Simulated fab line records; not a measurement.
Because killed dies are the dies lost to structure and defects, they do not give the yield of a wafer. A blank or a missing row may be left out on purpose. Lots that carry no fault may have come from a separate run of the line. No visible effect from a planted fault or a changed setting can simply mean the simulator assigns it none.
Which tool was responsible? | flow n5_finfet | 24 lots with 72 wafers sampled at 4 steps, on a route of 1938 steps

== WHAT EACH GAUGE READ, for each wafer ==
N5_GATE_CUT_CD_MEAS_13: the cd target is 20 nm. Usual: cd_nm reads 20.02 nm (standard deviation 0.28).
lot  | measured     | on        | cd_nm (nm)        | flag
L074 | day 4 09:38  | cd_sem-01 | 20.00 19.29 20.06 |
L075 | day 4 17:02  | cd_sem-01 | 19.36 19.76 19.90 |
L076 | day 4 21:38  | cd_sem-01 | 20.29 20.01 20.25 |
L077 | day 5 04:56  | cd_sem-03 | 19.71 19.98 20.03 |
L078 | day 5 11:27  | cd_sem-02 | 20.37 20.13 20.29 |
L079 | day 5 17:34  | cd_sem-03 | 20.24 20.03 19.95 |
L080 | day 6 00:01  | cd_sem-01 | 20.03 19.96 19.95 |
L081 | day 6 07:18  | cd_sem-01 | 20.00 20.46 19.92 |
L082 | day 6 15:09  | cd_sem-01 | 19.82 19.70 19.42 |
L083 | day 6 19:59  | cd_sem-01 | 20.26 20.04 20.25 |
L084 | day 6 23:34  | cd_sem-02 | 20.13 20.19 20.18 |
L085 | day 7 07:37  | cd_sem-03 | 20.33 20.48 20.31 |
L086 | day 7 12:28  | cd_sem-01 | 19.99 20.15 19.84 |
L087 | day 7 18:44  | cd_sem-03 | 20.17 20.31 20.44 |
L088 | day 7 21:59  | cd_sem-01 | 20.15 19.75 20.11 |
L089 | day 8 05:26  | cd_sem-02 | 20.04 20.26 20.15 |
L090 | day 8 10:56  | cd_sem-01 | 20.04 20.01 20.19 |
L091 | day 8 17:00  | cd_sem-01 | 20.03 19.41 20.05 |
L092 | day 8 23:03  | cd_sem-03 | 20.05 20.02 19.70 |
L093 | day 9 06:20  | cd_sem-02 | 20.30 20.05 19.79 |
L094 | day 9 10:49  | cd_sem-02 | 19.67 19.22 19.84 |
L095 | day 9 21:25  | cd_sem-02 | 20.07 20.56 19.90 |
L096 | day 10 04:46 | cd_sem-01 | 20.33 20.06 20.31 |
L097 | day 10 11:10 | cd_sem-03 | 19.57 19.70 19.71 |

N5_MOL_CONTACT_COAG_CD_MEAS_08: the cd target is 28 nm. Usual: cd_nm reads 28.05 nm (standard deviation 0.22).
lot  | measured     | on        | cd_nm (nm)        | flag
L074 | day 4 13:25  | cd_sem-02 | 28.01 28.30 28.18 |
L075 | day 4 20:50  | cd_sem-02 | 28.17 28.30 28.35 |
L076 | day 5 01:28  | cd_sem-02 | 28.10 27.86 28.11 |
L077 | day 5 08:44  | cd_sem-03 | 28.33 28.37 28.14 |
L078 | day 5 15:38  | cd_sem-01 | 27.97 27.77 27.81 |
L079 | day 5 21:55  | cd_sem-02 | 28.32 27.96 28.22 |
L080 | day 6 04:05  | cd_sem-03 | 27.94 27.95 28.39 |
L081 | day 6 11:09  | cd_sem-02 | 27.62 28.19 27.76 |
L082 | day 6 19:28  | cd_sem-02 | 28.41 28.33 28.06 |
L083 | day 7 01:12  | cd_sem-02 | 28.20 28.31 28.41 |
L084 | day 7 03:48  | cd_sem-03 | 28.02 28.35 27.96 |
L085 | day 7 11:34  | cd_sem-03 | 27.94 27.79 27.94 |
L086 | day 7 16:15  | cd_sem-01 | 27.68 27.94 27.80 |
L087 | day 7 23:32  | cd_sem-02 | 27.56 28.24 28.32 |
L088 | day 8 01:51  | cd_sem-02 | 28.35 28.06 27.84 |
L089 | day 8 09:21  | cd_sem-03 | 28.29 28.02 27.93 |
L090 | day 8 15:04  | cd_sem-03 | 28.00 28.14 28.11 |
L091 | day 8 20:47  | cd_sem-03 | 28.35 28.27 27.92 |
L092 | day 9 03:46  | cd_sem-03 | 28.10 27.60 28.44 |
L093 | day 9 10:08  | cd_sem-03 | 28.13 27.87 27.98 |
L094 | day 9 14:46  | cd_sem-03 | 28.05 27.98 27.90 |
L095 | day 10 01:33 | cd_sem-02 | 27.86 28.04 28.00 |
L096 | day 10 08:51 | cd_sem-02 | 28.10 27.89 27.64 |
L097 | day 10 15:08 | cd_sem-01 | 28.35 28.21 27.93 |

== WHICH TOOL RAN EACH LOT (tool, then ch and the chambers of the sampled wafers, then the start) ==
lot  | N5_GATE_CUT_STRIP_41               | N5_GATE_CUT_ETCH_47
L074 | rie_diel-05 ch 0,2,3, day 4 09:59  | rie_metal-02 ch 0,1, day 4 10:18
L075 | rie_diel-05 ch 0,1,3, day 4 17:23  | rie_metal-03 ch 0,1, day 4 17:42
L076 | rie_diel-02 ch 0,3, day 4 22:02    | rie_metal-01 ch 0,1, day 4 22:21
L077 | rie_diel-01 ch 1,2,3, day 5 05:19  | rie_metal-01 ch 0,1, day 5 05:38
L078 | rie_diel-02 ch 1,2, day 5 11:47    | rie_metal-01 ch 0, day 5 12:17
L079 | rie_diel-05 ch 0,1,2, day 5 17:55  | rie_metal-02 ch 0, day 5 18:23
L080 | rie_diel-05 ch 0,2,3, day 6 00:22  | rie_metal-02 ch 0, day 6 00:50
L081 | rie_diel-01 ch 2,3, day 6 07:40    | rie_metal-01 ch 0,1, day 6 07:59
L082 | rie_diel-05 ch 2,3, day 6 15:29    | rie_metal-01 ch 0,1, day 6 15:49
L083 | rie_diel-02 ch 1,3, day 6 20:20    | rie_metal-03 ch 1, day 6 20:49
L084 | rie_diel-01 ch 0,1,2, day 6 23:55  | rie_metal-01 ch 0,1, day 7 00:14
L085 | rie_diel-02 ch 0,1,3, day 7 07:58  | rie_metal-02 ch 1, day 7 08:17
L086 | rie_diel-05 ch 1,2,3, day 7 12:49  | rie_metal-02 ch 0,1, day 7 13:08
L087 | rie_diel-01 ch 1,2, day 7 19:29    | rie_metal-02 ch 1, day 7 19:47
L088 | rie_diel-05 ch 0,3, day 7 22:24    | rie_metal-02 ch 0, day 7 22:43
L089 | rie_diel-02 ch 0,3, day 8 05:47    | rie_metal-01 ch 0, day 8 06:06
L090 | rie_diel-02 ch 0,2,3, day 8 11:17  | rie_metal-03 ch 0, day 8 11:46
L091 | rie_diel-02 ch 0,2, day 8 17:20    | rie_metal-02 ch 1, day 8 17:40
L092 | rie_diel-02 ch 0,1,2, day 8 23:38  | rie_metal-02 ch 0,1, day 8 23:57
L093 | rie_diel-05 ch 1,2,3, day 9 06:41  | rie_metal-03 ch 0,1, day 9 07:01
L094 | rie_diel-05 ch 0,3, day 9 11:10    | rie_metal-02 ch 0,1, day 9 11:29
L095 | rie_diel-01 ch 1,3, day 9 21:46    | rie_metal-03 ch 0, day 9 22:05
L096 | rie_diel-02 ch 0,2,3, day 10 05:07 | rie_metal-03 ch 1, day 10 05:35
L097 | rie_diel-05 ch 1,3, day 10 11:31   | rie_metal-01 ch 0,1, day 10 11:54
- N5_GATE_CUT_STRIP_41: strips in CF4.
- N5_GATE_CUT_ETCH_47: etches SiO2 in Cl2/BCl3, target depth 10 nm.

== AS READ BY THE TOOLS THEMSELVES (means over the sampled wafers that have a number; for cases with no such wafer, the mark the record gives instead) ==
N5_GATE_CUT_STRIP_41. Usual: drypump_motor_current_A 5.9 A, standard deviation 0.32; oes_product_au 0.183 a.u., standard deviation 0.019; rf_vpp_V 271.6 V, standard deviation 1.1; showerhead_plenum_p_Torr 1.817 Torr, standard deviation 0.026; throttle_valve_pct 13.57 %, standard deviation 0.22.
lot  | tool        | drypump_motor_current_A (A) | oes_product_au (a.u.) | rf_vpp_V (V) | showerhead_plenum_p_Torr (Torr) | throttle_valve_pct (%) | flag
L074 | rie_diel-05 | 5.9                         | 0.191                 | 273.0        | 1.832                           | 13.48                  |
L075 | rie_diel-05 | 6.0                         | 0.201                 | 271.5        | 1.836                           | 13.41                  |
L076 | rie_diel-02 | 5.5                         | 0.190                 | 273.0        | 1.819                           | 13.40                  |
L077 | rie_diel-01 | 5.7                         | 0.175                 | 271.7        | 1.798                           | 13.78                  |
L078 | rie_diel-02 | 6.3                         | 0.165                 | 272.2        | 1.825                           | 13.96                  |
L079 | rie_diel-05 | 5.8                         | 0.206                 | 272.3        | 1.826                           | 13.36                  |
L080 | rie_diel-05 | 5.8                         | 0.191                 | 272.1        | 1.828                           | 13.50                  |
L081 | rie_diel-01 | 5.6                         | 0.171                 | 271.2        | 1.823                           | 13.87                  |
L082 | rie_diel-05 | 5.7                         | 0.181                 | 271.5        | 1.823                           | 13.44                  |
L083 | rie_diel-02 | 5.9                         | 0.173                 | 270.3        | 1.802                           | 13.54                  |
L084 | rie_diel-01 | 5.9                         | 0.160                 | 271.9        | 1.827                           | 13.76                  |
L085 | rie_diel-02 | 5.8                         | 0.174                 | 271.0        | 1.807                           | 13.58                  |
L086 | rie_diel-05 | 5.8                         | 0.189                 | 272.0        | 1.826                           | 13.39                  |
L087 | rie_diel-01 | 5.6                         | 0.163                 | 271.7        | 1.831                           | 13.87                  |
L088 | rie_diel-05 | 6.0                         | 0.178                 | 272.0        | 1.833                           | 13.60                  |
L089 | rie_diel-02 | 5.5                         | 0.181                 | 271.2        | 1.811                           | 13.47                  |
L090 | rie_diel-02 | 5.8                         | 0.188                 | 271.5        | 1.816                           | 13.46                  |
L091 | rie_diel-02 | 6.0                         | 0.204                 | 271.5        | 1.826                           | 13.49                  |
L092 | rie_diel-02 | 6.0                         | 0.191                 | 271.7        | 1.812                           | 13.62                  |
L093 | rie_diel-05 | 5.8                         | 0.183                 | 271.9        | 1.823                           | 13.42                  |
L094 | rie_diel-05 | 6.0                         | 0.176                 | 271.9        | 1.830                           | 13.62                  |
L095 | rie_diel-01 | 5.9                         | 0.162                 | 270.1        | 1.762                           | 13.78                  |
L096 | rie_diel-02 | 5.8                         | 0.184                 | 271.3        | 1.813                           | 13.49                  |
L097 | rie_diel-05 | 6.0                         | 0.174                 | 271.5        | 1.828                           | 13.51                  |

N5_GATE_CUT_ETCH_47. Usual: drypump_motor_current_A 5.6 A, standard deviation 0.63; oes_product_au 0.77 a.u., standard deviation 0.12; throttle_valve_pct 22.68 %, standard deviation 0.17.
lot  | tool         | drypump_motor_current_A (A) | oes_product_au (a.u.) | throttle_valve_pct (%) | flag
L074 | rie_metal-02 | 5.2                         | 0.73                  | 22.72                  |
L075 | rie_metal-03 | 5.9                         | 0.61                  | 23.00                  |
L076 | rie_metal-01 | 6.1                         | 0.73                  | 22.62                  |
L077 | rie_metal-01 | 5.6                         | 0.77                  | 22.53                  |
L078 | rie_metal-01 | 6.5                         | 0.66                  | 22.73                  |
L079 | rie_metal-02 | 4.8                         | 0.81                  | 22.62                  |
L080 | rie_metal-02 | 4.8                         | 0.81                  | 22.62                  |
L081 | rie_metal-01 | 5.6                         | 0.77                  | 22.54                  |
L082 | rie_metal-01 | 6.1                         | 0.70                  | 22.63                  |
L083 | rie_metal-03 | 6.1                         | 0.60                  | 23.18                  |
L084 | rie_metal-01 | 6.1                         | 0.71                  | 22.64                  |
L085 | rie_metal-02 | 6.0                         | 0.95                  | 22.61                  |
L086 | rie_metal-02 | 5.6                         | 0.90                  | 22.61                  |
L087 | rie_metal-02 | 6.0                         | 0.93                  | 22.62                  |
L088 | rie_metal-02 | 4.8                         | 0.79                  | 22.63                  |
L089 | rie_metal-01 | 6.5                         | 0.65                  | 22.74                  |
L090 | rie_metal-03 | 5.5                         | 0.61                  | 22.69                  |
L091 | rie_metal-02 | 6.0                         | 0.92                  | 22.62                  |
L092 | rie_metal-02 | 5.2                         | 0.83                  | 22.63                  |
L093 | rie_metal-03 | 6.0                         | 0.87                  | 22.79                  |
L094 | rie_metal-02 | 5.2                         | 0.83                  | 22.64                  |
L095 | rie_metal-03 | 5.5                         | 0.60                  | 22.70                  |
L096 | rie_metal-03 | 6.2                         | 0.96                  | 22.84                  |
L097 | rie_metal-01 | 6.0                         | 0.69                  | 22.66                  |

== THE ANSWER, worked out from the rows above alone ==
Rule: a lot counts as off when the mean over its wafers that have a number is more than 3 standard deviations away from the usual mean. A lot without any number at a reading at which 4 lots or more have one is off too. The other lots that the step has rows for count as sound. The gauges are gone through in route order, then the tools' own readings, and for those a lot's mean is taken as printed above. The first step at which some lot is off is used, and at that step the reading that is off furthest; a lot without a number counts as furthest.
Across all readings shown, no lot is off: no conclusion can be drawn from this.

== WHAT THE SIMULATOR PUT IN ==
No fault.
